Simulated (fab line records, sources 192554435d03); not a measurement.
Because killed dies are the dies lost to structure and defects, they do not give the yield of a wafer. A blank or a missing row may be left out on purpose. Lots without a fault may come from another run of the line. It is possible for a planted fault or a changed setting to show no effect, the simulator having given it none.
Matching of chambers ; flow n5-finfet ; 4 sister chambers for N5_PASSIVATION_PASS_ETCH_47 on rie-diel-04
The step etches SiNx in CF4/O2, target depth 770 nm, time 385 s. 14 wafers are shown with their chamber, then 7 later ones without.

WAFERS, EACH WITH ITS CHAMBER
wafer;chamber;drypump-motor-current-A (A);showerhead-plenum-p-Torr (Torr);throttle-valve-pct (%)
L240.3;0;6.6;2.34;15.3
L240.4;3;5.7;2.26;15.7
L240.5;2;5.7;2.25;15.4
L244.1;3;5.7;2.26;15.8
L244.3;1;5.7;2.19;16.2
L244.6;2;5.8;2.25;15.4
L242.1;3;5.7;2.26;15.8
L242.2;2;5.7;2.25;15.4
L242.5;3;5.7;2.26;15.8
L245.2;2;5.8;2.25;15.4
L245.3;1;5.7;2.19;16.2
L245.6;1;5.7;2.19;16.2
L249.3;2;5.7;2.24;15.5
L249.4;0;6.6;2.33;15.4

SIGNATURES, as means of the wafers listed above
reading;chamber 0;chamber 1;chamber 2;chamber 3;scatter within a chamber
drypump-motor-current-A;6.600;5.700;5.740;5.700;0.0346
showerhead-plenum-p-Torr;2.3350;2.1900;2.2480;2.2600;0.00361
throttle-valve-pct;15.350;16.200;15.420;15.775;0.0453
Rule: for a wafer and a chamber, the distance is found by dividing, reading by reading, the gap between the wafer's reading and the chamber's mean by the reading's scatter, squaring, summing and taking the root. The wafer belongs to the nearest chamber; if the next one is less than 2 further off, it can't be placed. The scatter: the root of (the sum of the squares of (reading less its chamber's mean) over the shown wafers, divided by (wafers less chambers)).

WAFERS MISSING THEIR CHAMBER
wafer;drypump-motor-current-A (A);showerhead-plenum-p-Torr (Torr);throttle-valve-pct (%)
L249.6;5.7;2.19;16.2
L254.3;6.6;2.33;15.4
L254.5;5.7;2.25;15.4
L254.6;6.6;2.33;15.4
L259.2;6.6;2.32;15.4
L259.3;5.7;2.25;15.4
L259.5;5.6;2.25;15.4

WHICH CHAMBER EACH ONE RAN IN
wafer;from the rows above;in truth
L249.6;1;1
L254.3;0;0
L254.5;2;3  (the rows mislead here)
L254.6;0;0
L259.2;0;0
L259.3;2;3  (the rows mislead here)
L259.5;2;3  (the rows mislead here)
4 of 7 placed correctly. Number that these rows cannot place: 0. 3 placed wrongly.
